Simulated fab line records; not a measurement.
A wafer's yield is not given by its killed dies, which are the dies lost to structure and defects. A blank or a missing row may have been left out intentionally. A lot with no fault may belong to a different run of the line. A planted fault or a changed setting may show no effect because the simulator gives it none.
Lot-split experiment    flow n5-finfet    route with 1938 steps; 7 lots, 21 wafers read

## SPLIT DETAILS
At N5_BEOL_M14_COAT_65 (time 60 s, resist thk 450 nm), the setting spin-rpm was moved away from the recipe's 1500 rpm on 9 of the 21 wafers read, by -10.7% to +10.0%. The other wafers ran this setting at the recipe's value.

Reading taken at the split's own step.

## THE READING
SOC_of_BEOL_M14_COAT_65.thk-nm (the simulator's own value, which no gauge read), in nm, at N5_BEOL_M14_COAT_65 (time 60 s, resist thk 450 nm). The file gives no usual value for it. Average 450.2 nm, standard deviation 0.91 nm, over the 12 wafers here run with the recipe.

wafer   tool, chamber at the split  spin-rpm as run, rpm  against the recipe  SOC_of_BEOL_M14_COAT_65.thk-nm, nm  against lot-mates on the recipe
L080.1  litho-track-02, 0           1500                  recipe              449.8                               -
L080.2  litho-track-02, 0           1500                  recipe              450.8                               -
L080.5  litho-track-02, 0           1500                  recipe              451                                 -
L081.3  litho-track-01, 0           1598                  +6.5%               435.4                               -14.4
L081.4  litho-track-01, 0           1500                  recipe              450.8                               -
L081.6  litho-track-01, 0           1500                  recipe              448.8                               -
L084.1  litho-track-01, 0           1355                  -9.7%               470.4                               no lot-mate on the recipe
L084.4  litho-track-01, 0           1355                  -9.7%               470.6                               no lot-mate on the recipe
L084.5  litho-track-01, 0           1355                  -9.7%               471.6                               no lot-mate on the recipe
L088.1  litho-track-02, 0           1630                  +8.7%               432.4                               -17.1
L088.2  litho-track-02, 0           1500                  recipe              448.4                               -
L088.3  litho-track-02, 0           1500                  recipe              450.6                               -
L091.1  litho-track-05, 0           1500                  recipe              451                                 -
L091.5  litho-track-05, 0           1500                  recipe              450                                 -
L091.6  litho-track-05, 0           1434                  -4.4%               461.4                               +10.9
L093.1  litho-track-05, 0           1650                  +10.0%              429                                 -21.4
L093.2  litho-track-05, 0           1500                  recipe              450.4                               -
L093.5  litho-track-05, 0           1650                  +10.0%              428.8                               -21.6
L095.3  litho-track-05, 0           1340                  -10.7%              476.6                               +26.3
L095.4  litho-track-05, 0           1500                  recipe              449.2                               -
L095.6  litho-track-05, 0           1500                  recipe              451.4                               -

THE FIT
A straight line over all 21 wafers: SOC_of_BEOL_M14_COAT_65.thk-nm changes by -2.2 nm for each +1% of spin-rpm; r = -1.00; the points scatter about the line by 1.1 nm.
The same after taking each lot's own level away (the mean of its wafers on the recipe; 18 wafers): -2.24 nm for each +1%; r = -1.00; scatter 1.1 nm.
Per that fit: largest spin-rpm move, reading shift of 24 nm.
The span of the lots' own levels, 449.50 to 450.53 nm, comes to 1.1 times the standard deviation stated above.
The two slopes agree, so the slope changes little with the lot-to-lot level.
Check: +23.1 nm against its lot-mates is what the line predicts for one of the wafers moved furthest among these (-10.7%) when that wafer is left out of the fit. Against them it came out at +26.3 nm.

## ADDITIONAL SPLITS CARRIED BY THESE WAFERS
Note: prior to the reading, these wafers also went through further splits. Each is held against what the fit with the lots' levels taken away leaves over:
other split on the same wafers  wafers away from the commonest value  r with SOC_of_BEOL_M14_COAT_65.thk-nm (lot level and that fit taken away)
N5_BEOL_M12_COAT_58 spin-rpm    6                                     -0.07
N5_BEOL_M12_DESCUM_15 time-s    8                                     +0.16
N5_BEOL_M12_SPUTTER_43 time-s   10                                    -0.25

## THE FILE'S OWN FIT
SOC_of_BEOL_M14_COAT_65.thk-nm changes by -2.24 nm for each +1% of spin-rpm, r = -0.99.
